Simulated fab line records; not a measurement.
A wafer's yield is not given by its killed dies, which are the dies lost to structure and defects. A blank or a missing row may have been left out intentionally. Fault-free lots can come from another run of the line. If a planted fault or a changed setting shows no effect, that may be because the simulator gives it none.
fab line records	flow n5_finfet
record lots=5	wafers=15	last_day=19
route steps=1938 shown BEOL_M3@1002 BEOL_M4@1021
lots that met no fault: taken from a fault-free run of the same line
start_h: start of the lot's first displayed wafer, in hours after the record's first day	wait_h: how many hours have passed since the lot's step before this one	" unchanged from the row above	L1.1+2: a single row standing in for several wafers	- no value, or no start was given	* or withheld: withheld	< > ~ a bound
route shown NAME@n: a module of which the file shows steps, and the number in the route of the first	usual: the fault-free wafers' mean and standard deviation	same: alike in all rows	chamber/n: place in a boat	sites: per-site readings	_std_site: how widely they spread, as a standard deviation	_edge_site: mean of outer sites minus mean of inner sites	radius_mm: for every site, how far away it sits from the centre of the wafer	mask NAME#n: copy n	behind: tool/chamber where the wafer was last shaped	hold: cause of the lot's hold/its duration in hours/its outcome	device: whichever transistor did not switch (one of n, p or np)	end of line: tests run on the same wafers once the route is complete	where a step has no rows: the recipe by itself	killed: count of dies lost to structure and defects at first sort (not the wafer's yield)	map: a wafer's dies, marking killed ones x, the rest . and places with no die _
set.NAME: the setting as run; set.NAME@STEP: as run at that earlier step	model.NAME: the simulator's own value behind a step, which no gauge read
lots seen at some steps along the route; tables by step, rows by wafer
services: when a tool's chamber went out of use (start_h, in hours from the record's first day, below 0 if earlier), for how many hours, and the reason
## steps
# step N5_BEOL_M3_SPUTTER_88
# recipe material=Cu	target_thk_a=45	temp_c=-20	chamber_pressure_pa=0.07	power_w=withheld	time_s=8.29
# usual chuck_sensor_temp_C=-15.9/0.37	throttle_valve_pct=29.2/1.1
# same time_s=8.29
lot.wafer	tool	chamber	start_h	wait_h	chuck_sensor_temp_C	throttle_valve_pct
L075.1	pvd_sputter-03	-	171.63	0.1	-16.3	29.0
L075.4	"	-	"	"	-16.1	30.1
L075.6	"	-	"	"	-16.2	28.8
L083.2	pvd_sputter-01	-	213.08	0.1	-16.2	28.6
L083.3	"	-	"	"	-15.1	30.2
L083.6	"	-	"	"	-16.0	28.5
L085.3	pvd_sputter-02	-	230.58	0.1	-15.9	28.5
L085.4	"	-	"	"	-16.6	30.6
L085.5	"	-	"	"	-15.9	28.4
L089.1	pvd_sputter-03	-	260.47	0.1	-16.3	29.1
L089.3	"	-	"	"	-16.0	29.5
L089.6	"	-	"	"	-16.1	29.3
L095.1	pvd_sputter-01	-	314.98	0.1	-15.3	28.8
L095.2	"	-	"	"	-15.9	29.9
L095.6	"	-	"	"	-15.7	30.0
# step N5_BEOL_M3_ANNEAL_89
# recipe temp_c=400	time_s=240	ambient=vacuum
# usual heater_power_w=846/57
# same time_s=240
lot.wafer	tool	chamber	start_h	wait_h	heater_power_w
L075.1	pvd_sputter-03	-	171.71	0.0	846
L075.4	"	-	"	"	908
L075.6	"	-	"	"	861
L083.2	pvd_sputter-01	-	213.16	0.0	797
L083.3	"	-	"	"	857
L083.6	"	-	"	"	784
L085.3	pvd_sputter-02	-	230.66	0.0	1038
L085.4	"	-	"	"	792
L085.5	"	-	"	"	1053
L089.1	pvd_sputter-03	-	260.55	0.0	851
L089.3	"	-	"	"	894
L089.6	"	-	"	"	839
L095.1	pvd_sputter-01	-	315.06	0.0	838
L095.2	"	-	"	"	874
L095.6	"	-	"	"	876
# step N5_BEOL_M3_SPUTTER_90
# recipe material=Cu	target_thk_a=45	temp_c=-20	chamber_pressure_pa=0.07	power_w=withheld	time_s=8.29
# usual chuck_sensor_temp_C=-15.9/0.35	throttle_valve_pct=29.3/1.1
# same time_s=8.29
lot.wafer	tool	chamber	start_h	wait_h	chuck_sensor_temp_C	throttle_valve_pct
L075.1	pvd_sputter-03	-	171.85	0.1	-16.2	28.9
L075.4	"	-	"	"	-16.1	30.1
L075.6	"	-	"	"	-16.1	28.8
L083.2	pvd_sputter-01	-	213.30	0.1	-16.1	28.3
L083.3	"	-	"	"	-15.2	30.3
L083.6	"	-	"	"	-16.2	28.3
L085.3	pvd_sputter-02	-	230.80	0.1	-16.0	28.3
L085.4	"	-	"	"	-16.4	30.8
L085.5	"	-	"	"	-16.1	28.6
L089.1	pvd_sputter-03	-	260.69	0.1	-16.3	29.0
L089.3	"	-	"	"	-16.0	29.9
L089.6	"	-	"	"	-15.9	29.7
L095.1	pvd_sputter-01	-	315.20	0.1	-15.6	28.9
L095.2	"	-	"	"	-15.8	30.0
L095.6	"	-	"	"	-15.9	30.0
# step N5_BEOL_M3_ANNEAL_91
# recipe temp_c=400	time_s=240	ambient=vacuum
# usual heater_power_w=847/56
# same time_s=240
lot.wafer	tool	chamber	start_h	wait_h	heater_power_w
L075.1	pvd_sputter-03	-	171.93	0.0	858
L075.4	"	-	"	"	916
L075.6	"	-	"	"	829
L083.2	pvd_sputter-01	-	213.38	0.0	801
L083.3	"	-	"	"	835
L083.6	"	-	"	"	778
L085.3	pvd_sputter-02	-	230.88	0.0	1019
L085.4	"	-	"	"	812
L085.5	"	-	"	"	1007
L089.1	pvd_sputter-03	-	260.77	0.0	872
L089.3	"	-	"	"	888
L089.6	"	-	"	"	833
L095.1	pvd_sputter-01	-	315.28	0.0	836
L095.2	"	-	"	"	880
L095.6	"	-	"	"	895
# step N5_BEOL_M3_SPUTTER_92
# recipe material=Cu	target_thk_a=45	temp_c=-20	chamber_pressure_pa=0.07	power_w=withheld	time_s=8.29
# usual chuck_sensor_temp_C=-15.9/0.35	throttle_valve_pct=29.3/1.1
# same time_s=8.29
lot.wafer	tool	chamber	start_h	wait_h	chuck_sensor_temp_C	throttle_valve_pct
L075.1	pvd_sputter-03	-	172.07	0.1	-16.3	29.0
L075.4	"	-	"	"	-16.3	29.8
L075.6	"	-	"	"	-16.3	28.9
L083.2	pvd_sputter-01	-	213.52	0.1	-16.2	28.3
L083.3	"	-	"	"	-15.2	30.4
L083.6	"	-	"	"	-16.3	28.7
L085.3	pvd_sputter-02	-	231.02	0.1	-16.0	28.5
L085.4	"	-	"	"	-16.5	30.8
L085.5	"	-	"	"	-16.0	28.2
L089.1	pvd_sputter-03	-	260.91	0.1	-16.2	29.2
L089.3	"	-	"	"	-15.9	30.2
L089.6	"	-	"	"	-16.0	29.3
L095.1	pvd_sputter-01	-	315.42	0.1	-15.6	29.0
L095.2	"	-	"	"	-16.0	30.2
L095.6	"	-	"	"	-15.8	30.0
# step N5_BEOL_M3_ANNEAL_93
# recipe temp_c=400	time_s=240	ambient=vacuum
# usual heater_power_w=849/54
# same time_s=240
lot.wafer	tool	chamber	start_h	wait_h	heater_power_w
L075.1	pvd_sputter-03	-	172.15	0.0	853
L075.4	"	-	"	"	899
L075.6	"	-	"	"	873
L083.2	pvd_sputter-01	-	213.60	0.0	799
L083.3	"	-	"	"	854
L083.6	"	-	"	"	799
L085.3	pvd_sputter-02	-	231.10	0.0	1022
L085.4	"	-	"	"	786
L085.5	"	-	"	"	1012
L089.1	pvd_sputter-03	-	260.99	0.0	857
L089.3	"	-	"	"	872
L089.6	"	-	"	"	819
L095.1	pvd_sputter-01	-	315.50	0.0	838
L095.2	"	-	"	"	875
L095.6	"	-	"	"	896
# step N5_BEOL_M3_SPUTTER_94
# recipe material=Cu	target_thk_a=45	temp_c=-20	chamber_pressure_pa=0.07	power_w=withheld	time_s=8.29
# usual chuck_sensor_temp_C=-15.9/0.35	throttle_valve_pct=29.3/1.1
# same time_s=8.29
lot.wafer	tool	chamber	start_h	wait_h	chuck_sensor_temp_C	throttle_valve_pct
L075.1	pvd_sputter-03	-	172.29	0.1	-16.3	28.6
L075.4	"	-	"	"	-16.1	30.2
L075.6	"	-	"	"	-15.9	29.1
L083.2	pvd_sputter-01	-	213.74	0.1	-16.1	28.6
L083.3	"	-	"	"	-15.2	30.5
L083.6	"	-	"	"	-16.1	28.6
L085.3	pvd_sputter-02	-	231.24	0.1	-15.9	28.5
L085.4	"	-	"	"	-16.3	30.6
L085.5	"	-	"	"	-15.9	28.4
L089.1	pvd_sputter-03	-	261.13	0.1	-16.2	29.0
L089.3	"	-	"	"	-16.3	30.1
L089.6	"	-	"	"	-16.0	29.3
L095.1	pvd_sputter-01	-	315.64	0.1	-15.6	28.5
L095.2	"	-	"	"	-15.7	29.9
L095.6	"	-	"	"	-15.8	30.0
# step N5_BEOL_M3_ANNEAL_95
# recipe temp_c=400	time_s=240	ambient=vacuum
# usual heater_power_w=846/58
# same time_s=240
lot.wafer	tool	chamber	start_h	wait_h	heater_power_w
L075.1	pvd_sputter-03	-	172.37	0.0	864
L075.4	"	-	"	"	889
L075.6	"	-	"	"	836
L083.2	pvd_sputter-01	-	213.82	0.0	785
L083.3	"	-	"	"	842
L083.6	"	-	"	"	790
L085.3	pvd_sputter-02	-	231.32	0.0	1029
L085.4	"	-	"	"	813
L085.5	"	-	"	"	1022
L089.1	pvd_sputter-03	-	261.21	0.0	854
L089.3	"	-	"	"	904
L089.6	"	-	"	"	826
L095.1	pvd_sputter-01	-	315.72	0.0	833
L095.2	"	-	"	"	873
L095.6	"	-	"	"	874
# step N5_BEOL_M3_SPUTTER_96
# recipe material=Cu	target_thk_a=45	temp_c=-20	chamber_pressure_pa=0.07	power_w=withheld	time_s=8.29
# usual chuck_sensor_temp_C=-15.9/0.37	throttle_valve_pct=29.3/1.1
# same time_s=8.29
lot.wafer	tool	chamber	start_h	wait_h	chuck_sensor_temp_C	throttle_valve_pct
L075.1	pvd_sputter-03	-	172.51	0.1	-16.2	29.2
L075.4	"	-	"	"	-16.1	29.9
L075.6	"	-	"	"	-16.3	29.4
L083.2	pvd_sputter-01	-	213.96	0.1	-16.2	28.6
L083.3	"	-	"	"	-15.3	30.2
L083.6	"	-	"	"	-16.2	28.3
L085.3	pvd_sputter-02	-	231.46	0.1	-16.1	28.6
L085.4	"	-	"	"	-16.6	30.5
L085.5	"	-	"	"	-15.9	28.5
L089.1	pvd_sputter-03	-	261.35	0.1	-16.1	29.0
L089.3	"	-	"	"	-16.0	29.9
L089.6	"	-	"	"	-15.9	29.7
L095.1	pvd_sputter-01	-	315.86	0.1	-15.5	28.6
L095.2	"	-	"	"	-15.9	30.0
L095.6	"	-	"	"	-15.7	29.8
# step N5_BEOL_M3_ECD_50
# recipe material=Cu	target_thk_a=3000
lot.wafer	tool	chamber	start_h	wait_h
L075.1+4+6	ecd_cu-02	0,0,1	172.62	0.1
L083.2+3+6	ecd_cu-01	0	214.08	0.1
L085.3+4+5	ecd_cu-01	1,0,0	231.59	0.1
L089.1+3+6	ecd_cu-02	1	261.47	0.1
L095.1+2+6	ecd_cu-01	0,1,1	315.98	0.1
# step N5_BEOL_M3_ANNEAL_51
# recipe temp_c=225	time_s=90	ambient=N2
# usual wafer_temp_C_max=226.1/0.38
# same time_s=90
lot.wafer	tool	chamber	start_h	wait_h	wafer_temp_C_max
L075.1	rtp_anneal-02	0	172.72	0.1	225.7
L075.4	"	0	"	"	226.2
L075.6	"	0	"	"	226.9
L083.2	rtp_anneal-01	0	214.22	0.1	225.8
L083.3	"	0	"	"	225.9
L083.6	"	0	"	"	226.3
L085.3	rtp_anneal-02	0	231.74	0.1	226.1
L085.4	"	0	"	"	226.4
L085.5	"	0	"	"	226.7
L089.1	rtp_anneal-02	0	261.60	0.1	226.1
L089.3	"	0	"	"	226.4
L089.6	"	0	"	"	226.4
L095.1	rtp_anneal-02	0	316.39	0.4	226.4
L095.2	"	0	"	"	225.9
L095.6	"	0	"	"	226.5
# step N5_BEOL_M3_CMP_52
# recipe stop_on=SiOC	t_overpolish_s=6.8	down_force_psi=1	platen_rpm=50	clearing_platen_down_force_psi=1.5	clearing_platen_rpm=50	post_cmp_clean=cu_alkaline	target_thk_nm=40	clearing_platen_pad_velocity_m_s=0.99484	pad_velocity_m_s=0.99484
# usual barrier_field_endpoint_s=24.7/0.67	clearing_platen_rpm=50.001/0.027	edge_zone_pressure_frac=1.000/0.0048	motor_current_A=5.7/0.72	overpolish_run_s=6.801/0.0096	platen_rpm=50.00/0.032	time_to_endpoint_s=63/3.5
lot.wafer	tool	chamber	start_h	wait_h	barrier_field_endpoint_s	clearing_platen_rpm	edge_zone_pressure_frac	motor_current_A	overpolish_run_s	platen_rpm	time_to_endpoint_s
L075.1	cmp-02	1	173.10	0.3	23.9	49.994	1.001	5.3	6.814	50.03	58
L075.4	"	2	"	"	24.4	49.993	0.993	4.4	6.802	50.03	62
L075.6	"	3	"	"	24.5	50.017	0.999	6.6	6.796	50.00	63
L083.2	cmp-03	1	214.53	0.3	25.2	49.977	1.000	6.0	6.801	50.00	67
L083.3	"	3	"	"	25.1	50.022	1.004	5.4	6.793	50.01	67
L083.6	"	0	"	"	25.9	49.998	0.996	5.9	6.801	50.01	68
L085.4	cmp-04	1	231.99	0.2	25.3	50.052	0.995	5.6	6.807	50.00	58
L085.3	"	2	"	"	24.8	49.983	1.009	6.6	6.808	49.97	60
L085.5	"	0	"	"	25.3	50.004	0.998	5.3	6.804	49.95	62
L089.3	cmp-02	0	261.90	0.2	25.6	49.962	0.996	5.8	6.802	49.99	68
L089.1	"	1	"	"	25.2	50.011	0.999	5.2	6.811	49.97	65
L089.6	"	0	"	"	25.6	49.985	1.001	5.7	6.810	50.02	67
L095.1	cmp-04	1	316.70	0.3	23.6	50.013	1.005	5.4	6.799	50.02	58
L095.2	"	3	"	"	24.7	50.008	0.999	4.6	6.806	50.02	65
L095.6	"	2	"	"	23.9	50.060	0.989	6.9	6.793	50.06	61
# step N5_BEOL_M3_THK_MEAS_53
# recipe thk_meas_gauge=xrf	reads=Cu_of_BEOL_M3_ECD_50
# usual M3_THK=40.9/1.6
lot.wafer	tool	chamber	start_h	wait_h	M3_THK[nm]
L075.1	film_metro-02	-	173.32	-	38.1
L075.4	"	-	"	"	41.3
L075.6	"	-	"	"	40.7
L083.2	film_metro-02	-	214.79	-	41.8
L083.3	"	-	"	"	40.6
L083.6	"	-	"	"	43.0
L085.3	film_metro-02	-	232.25	-	41.2
L085.4	"	-	"	"	40.1
L085.5	"	-	"	"	41.3
L089.1	film_metro-01	-	262.19	-	38.9
L089.3	"	-	"	"	40.4
L089.6	"	-	"	"	42.5
L095.1	film_metro-02	-	317.00	-	39.3
L095.2	"	-	"	"	41.1
L095.6	"	-	"	"	41.8
# step N5_BEOL_M3_PRE_CLEAN_60
# recipe gas=NH3/H2	time_s=15	temp_c=*	rf_power_w=300
# usual heater_power_w=91/23
# same time_s=15
lot.wafer	tool	chamber	start_h	wait_h	heater_power_w	since_wet_clean_h
L075.1	cvd_co-02	2	173.35	0.0	77	474
L075.4	"	0	"	"	96	-
L075.6	"	2	"	"	79	-
L083.2	cvd_co-01	0	214.82	0.0	89	756
L083.3	"	2	"	"	51	297
L083.6	"	2	"	"	50	-
L085.3	cvd_co-01	2	232.28	0.0	52	314
L085.4	"	2	"	"	52	-
L085.5	"	1	"	"	100	-
L089.1	cvd_co-01	2	262.23	0.0	51	344
L089.3	"	1	"	"	100	1241
L089.6	"	0	"	"	88	-
L095.1	cvd_co-01	1	317.04	0.0	104	1296
L095.2	"	2	"	"	52	399
L095.6	"	0	"	"	88	-
# step N5_BEOL_M3_CO_CAP_55
# recipe material=Co	target_thk_a=20	temp_c=200	precursor=CCTBA/H2	pressure_torr=30	time_s=102.1
# usual heater_power_w=243/28
# same time_s=102.1
lot.wafer	tool	chamber	start_h	wait_h	heater_power_w	since_wet_clean_h
L075.1	cvd_co-02	2	173.39	0.0	228	474
L075.4	"	0	"	"	254	-
L075.6	"	2	"	"	232	-
L083.2	cvd_co-01	0	214.86	0.0	239	756
L083.3	"	2	"	"	194	297
L083.6	"	2	"	"	194	-
L085.3	cvd_co-01	2	232.32	0.0	192	314
L085.4	"	2	"	"	193	-
L085.5	"	1	"	"	260	-
L089.1	cvd_co-01	2	262.27	0.0	193	344
L089.3	"	1	"	"	261	1241
L089.6	"	0	"	"	248	-
L095.1	cvd_co-01	1	317.08	0.0	263	1296
L095.2	"	2	"	"	194	399
L095.6	"	0	"	"	238	-
# step N5_BEOL_M3_PRE_CLEAN_56
# recipe gas=NH3	time_s=15	temp_c=withheld	rf_power_w=300
# same time_s=15
lot.wafer	tool	chamber	start_h	wait_h	since_wet_clean_h
L075.1	pecvd-01	0	173.48	0.1	1059
L075.4	"	2	"	"	-
L075.6	"	1	"	"	-
L083.2	pecvd-01	1	214.95	0.1	1825
L083.3	"	2	"	"	-
L083.6	"	2	"	"	-
L085.3	pecvd-02	1	232.41	0.1	1480
L085.4	"	0	"	"	-
L085.5	"	1	"	"	-
L089.1	pecvd-04	0	262.36	0.1	1329
L089.3	"	1	"	"	2054
L089.6	"	2	"	"	-
L095.1	pecvd-04	2	317.17	0.1	630
L095.2	"	1	"	"	2109
L095.6	"	0	"	"	-
# step N5_BEOL_M3_DEP_57
# recipe material=SiCN	target_thk_a=80	temp_c=withheld	precursor=3MS/NH3	pressure_torr=3	rf_w=202	time_s=14
# usual showerhead_plenum_p_Torr=3.660/0.013	throttle_valve_pct=9.2/0.53
# same time_s=14
lot.wafer	tool	chamber	start_h	wait_h	showerhead_plenum_p_Torr	since_wet_clean_h	throttle_valve_pct
L075.1	pecvd-01	0	173.51	0.0	3.661	1059	8.4
L075.4	"	2	"	"	3.680	-	8.9
L075.6	"	1	"	"	3.667	-	10.2
L083.2	pecvd-01	1	214.99	0.0	3.677	1825	10.4
L083.3	"	2	"	"	3.672	-	8.9
L083.6	"	2	"	"	3.663	-	9.0
L085.3	pecvd-02	1	232.44	0.0	3.661	1480	8.6
L085.4	"	0	"	"	3.658	-	9.5
L085.5	"	1	"	"	3.663	-	9.2
L089.1	pecvd-04	0	262.39	0.0	3.627	1329	9.3
L089.3	"	2	"	"	3.661	575	9.1
L089.6	"	2	"	"	3.664	-	9.3
L095.1	pecvd-04	2	317.19	0.0	3.657	630	9.4
L095.2	"	1	"	"	3.647	2109	9.1
L095.6	"	0	"	"	3.636	-	9.3
# step N5_BEOL_M3_RS_MEAS_58
# recipe thk_meas_gauge=four-point-probe	reads=Co_of_BEOL_M3_CO_CAP_55+Cu_of_BEOL_M3_ECD_50+Co_of_BEOL_M3_CVD_47+TaN_of_BEOL_M3_ALD_84
# usual M3_RS=0.67/0.033
lot.wafer	tool	chamber	start_h	wait_h	M3_RS[ohm/sq]
L075.1	film_metro-02	-	173.58	0.0	0.73
L075.4	"	-	"	"	0.66
L075.6	"	-	"	"	0.67
L083.2	film_metro-01	-	215.08	0.1	0.65
L083.3	"	-	"	"	0.67
L083.6	"	-	"	"	0.62
L085.3	film_metro-01	-	232.51	0.1	0.66
L085.4	"	-	"	"	0.69
L085.5	"	-	"	"	0.65
L089.1	film_metro-01	-	262.46	0.0	0.69
L089.3	"	-	"	"	0.66
L089.6	"	-	"	"	0.62
L095.1	film_metro-02	-	317.26	0.0	0.70
L095.2	"	-	"	"	0.66
L095.6	"	-	"	"	0.65
# step N5_BEOL_M3_INSPECT_59
# recipe inspect_instrument=darkfield	mode=post_dep
# usual raw_defect_count=76/25
lot.wafer	tool	chamber	start_h	wait_h	raw_defect_count
L075.1	defect_inspect-01	-	173.60	0.0	114
L075.4	"	-	"	"	98
L075.6	"	-	"	"	140
L083.2	defect_inspect-02	-	215.10	0.0	76
L083.3	"	-	"	"	82
L083.6	"	-	"	"	127
L085.3	defect_inspect-01	-	232.53	0.0	93
L085.4	"	-	"	"	77
L085.5	"	-	"	"	47
L089.1	defect_inspect-01	-	262.48	0.0	67
L089.3	"	-	"	"	79
L089.6	"	-	"	"	58
L095.1	defect_inspect-01	-	317.28	0.0	76
L095.2	"	-	"	"	95
L095.6	"	-	"	"	87
# step N5_BEOL_M4_ILD_DEP_00
# recipe material=SiOC	target_thk_a=790	temp_c=350	precursor=DEMS/O2	pressure_torr=5	rf_w=500	time_s=15.3
# usual heater_power_w=478/72	showerhead_plenum_p_Torr=5.687/0.014	throttle_valve_pct=12.1/0.39
# same time_s=15.3
lot.wafer	tool	chamber	start_h	wait_h	heater_power_w	showerhead_plenum_p_Torr	since_wet_clean_h	throttle_valve_pct
L075.1	pecvd-04	2	173.64	0.0	423	5.702	486	11.9
L075.4	"	0	"	"	506	5.652	-	12.2
L075.6	"	2	"	"	423	5.686	-	12.5
L083.2	pecvd-03	1	215.14	0.0	530	5.687	1644	12.5
L083.3	"	2	"	"	525	5.703	165	11.6
L083.6	"	0	"	"	428	5.688	-	12.1
L085.3	pecvd-03	0	232.57	0.0	397	5.688	936	12.0
L085.4	"	1	"	"	576	5.708	-	12.6
L085.5	"	0	"	"	394	5.683	-	12.0
L089.1	pecvd-04	0	262.52	0.0	525	5.666	1329	12.0
L089.3	"	2	"	"	462	5.698	-	12.3
L089.6	"	0	"	"	538	5.651	-	12.0
L095.1	pecvd-03	0	317.32	0.0	436	5.696	1021	12.1
L095.2	"	2	"	"	513	5.699	267	11.8
L095.6	"	2	"	"	523	5.682	-	11.6
# step N5_BEOL_M4_THK_MEAS_01
# recipe reads=SiOC_of_BEOL_M4_ILD_DEP_00
# usual M4_ILD_THK=78.4/1.2
lot.wafer	tool	chamber	start_h	wait_h	M4_ILD_THK[nm]
L075.1	film_metro-01	-	173.71	0.0	77.8
L075.4	"	-	"	"	80.0
L075.6	"	-	"	"	79.6
L083.2	film_metro-01	-	215.21	0.1	77.7
L083.3	"	-	"	"	77.3
L083.6	"	-	"	"	78.8
L085.3	film_metro-02	-	232.64	0.1	77.8
L085.4	"	-	"	"	79.0
L085.5	"	-	"	"	79.3
L089.1	film_metro-01	-	262.60	0.1	79.3
L089.3	"	-	"	"	81.2
L089.6	"	-	"	"	80.9
L095.1	film_metro-01	-	317.39	0.0	78.0
L095.2	"	-	"	"	76.9
L095.6	"	-	"	"	78.0
# step N5_BEOL_M4_PECVD_72
# recipe material=SiO2	target_thk_a=160	temp_c=400	precursor=TEOS/O2	pressure_torr=5.5	rf_w=450	teos_flow_sccm=53.8	gas=O2	flow_sccm=3000	time_s=18
# usual heater_power_w=697/89	showerhead_plenum_p_Torr=8.74/0.053	throttle_valve_pct=22.5/0.69
# same time_s=18
lot.wafer	tool	chamber	start_h	wait_h	heater_power_w	showerhead_plenum_p_Torr	since_wet_clean_h	throttle_valve_pct
L075.1	pecvd-03	0	173.74	0.0	612	8.73	878	22.3
L075.4	"	2	"	"	828	8.79	-	21.6
L075.6	"	0	"	"	599	8.75	-	22.2
L083.2	pecvd-04	2	215.24	0.0	623	8.76	528	23.0
L083.3	"	1	"	"	662	8.70	2007	23.0
L083.6	"	0	"	"	786	8.62	-	22.8
L085.3	pecvd-02	2	232.67	0.0	794	8.73	1	21.4
L085.4	"	2	"	"	822	8.70	-	21.5
L085.5	"	0	"	"	582	8.77	-	22.8
L089.1	pecvd-02	0	262.64	0.0	493	8.75	785	22.8
L089.3	"	1	"	"	653	8.76	1510	21.9
L089.6	"	1	"	"	672	8.79	-	21.7
L095.1	pecvd-02	0	317.43	0.0	528	8.73	840	23.1
L095.2	"	2	"	"	863	8.72	86	21.6
L095.6	"	1	"	"	697	8.80	-	21.7
# step N5_BEOL_M4_HM_DEP_02
# recipe material=TiN	target_thk_a=200	temp_c=25	chamber_pressure_pa=0.49996
# usual throttle_valve_pct=29.4/0.92
lot.wafer	tool	chamber	start_h	wait_h	throttle_valve_pct
L075.1	pvd_sputter-03	-	175.69	1.9	30.1
L075.4	"	-	"	"	29.2
L075.6	"	-	"	"	29.0
L083.2	pvd_sputter-02	-	216.53	1.3	26.8
L083.3	"	-	"	"	30.5
L083.6	"	-	"	"	30.5
L085.3	pvd_sputter-01	-	234.58	1.9	30.0
L085.4	"	-	"	"	29.0
L085.5	"	-	"	"	30.4
L089.1	pvd_sputter-03	-	263.29	0.6	28.8
L089.3	"	-	"	"	29.6
L089.6	"	-	"	"	29.5
L095.1	pvd_sputter-01	-	318.82	1.4	28.3
L095.2	"	-	"	"	30.3
L095.6	"	-	"	"	28.5
# step N5_BEOL_M4_COAT_61
# recipe resist=SOC	temp_c=250	time_s=60	spin_rpm=1500	resist_thk_nm=60
# usual heater_power_total_W=500.4/1.8
# same time_s=60
lot.wafer	tool	chamber	start_h	wait_h	heater_power_total_W
L075.1	litho_track-04	0	175.81	0.1	498.9
L075.4	"	0	"	"	499.8
L075.6	"	0	"	"	502.2
L083.2	litho_track-04	0	216.67	0.1	502.6
L083.3	"	0	"	"	500.2
L083.6	"	0	"	"	500.1
L085.3	litho_track-03	0	234.71	0.1	502.3
L085.4	"	0	"	"	497.7
L085.5	"	0	"	"	498.7
L089.1	litho_track-03	0	263.42	0.1	501.0
L089.3	"	0	"	"	500.1
L089.6	"	0	"	"	501.2
L095.1	litho_track-02	0	318.94	0.1	500.3
L095.2	"	0	"	"	500.6
L095.6	"	0	"	"	501.0
# step N5_BEOL_M4_COAT_62
# recipe resist=SiARC	temp_c=220	time_s=60	spin_rpm=1500	resist_thk_nm=12
# usual heater_power_total_W=427.4/2.1
# same time_s=60
lot.wafer	tool	chamber	start_h	wait_h	heater_power_total_W
L075.1	litho_track-04	0	-	-	427.3
L075.4	"	0	"	"	428.1
L075.6	"	0	"	"	426.0
L083.2	litho_track-04	0	-	-	424.8
L083.3	"	0	"	"	426.4
L083.6	"	0	"	"	425.4
L085.3	litho_track-03	0	-	-	425.7
L085.4	"	0	"	"	429.3
L085.5	"	0	"	"	425.7
L089.1	litho_track-03	0	-	-	425.9
L089.3	"	0	"	"	429.1
L089.6	"	0	"	"	426.8
L095.1	litho_track-02	0	-	-	428.1
L095.2	"	0	"	"	425.1
L095.6	"	0	"	"	429.6
# step N5_BEOL_M4_COAT_73
# recipe resist=underlayer	temp_c=205	time_s=60	spin_rpm=1500	resist_thk_nm=5
# usual heater_power_total_W=391.7/1.3
# same time_s=60
lot.wafer	tool	chamber	start_h	wait_h	heater_power_total_W
L075.1	litho_track-04	0	-	-	392.6
L075.4	"	0	"	"	391.5
L075.6	"	0	"	"	392.1
L083.2	litho_track-04	0	-	-	392.4
L083.3	"	0	"	"	391.8
L083.6	"	0	"	"	393.8
L085.3	litho_track-03	0	-	-	390.6
L085.4	"	0	"	"	392.3
L085.5	"	0	"	"	392.2
L089.1	litho_track-03	0	-	-	390.3
L089.3	"	0	"	"	390.6
L089.6	"	0	"	"	391.5
L095.1	litho_track-02	0	-	-	390.1
L095.2	"	0	"	"	393.4
L095.6	"	0	"	"	391.4
# step N5_BEOL_M4_COAT_05
# recipe resist=CAR-EUV	spin_rpm=1500	resist_thk_nm=30
lot.wafer	tool	chamber	start_h	wait_h
L075.1+4+6	litho_track-04	0	-	-
L083.2+3+6	litho_track-04	0	-	-
L085.3+4+5	litho_track-03	0	-	-
L089.1+3+6	litho_track-03	0	-	-
L095.1+2+6	litho_track-02	0	-	-
## services
tool	chamber	start_h	hours	kind
litho_track-04	-	153.66	-	consumable_replace:filter
cmp-04	-	160.49	4.0	pm
pecvd-04	-	173.70	14.6	pm
cvd_co-02	2	184.98	28.7	repair
pecvd-01	0	201.42	29.6	repair
cmp-04	-	206.74	4.0	pm
cmp-04	-	224.54	0.8	repair
cmp-03	-	235.46	3.2	repair
cvd_co-02	-	235.74	1.7	repair
cmp-02	-	237.45	4.0	pm
rtp_anneal-01	-	244.32	0.9	pm
cmp-02	-	246.51	0.8	repair
pecvd-02	-	247.82	2.8	pm
pecvd-04	1	254.16	2.1	scheduled_down
ecd_cu-01	-	254.51	8.4	pm
cmp-04	-	263.49	6.0	pm
cvd_co-01	-	267.94	1.4	repair
pecvd-01	1	276.42	5.0	repair
pecvd-03	2	282.52	4.5	repair
cmp-03	-	283.89	7.5	pm
pecvd-03	-	284.37	1.2	repair
cmp-02	-	289.29	2.2	repair
cmp-03	-	308.07	11.6	pm
litho_track-04	-	308.07	-	consumable_replace:filter
## key
fault none
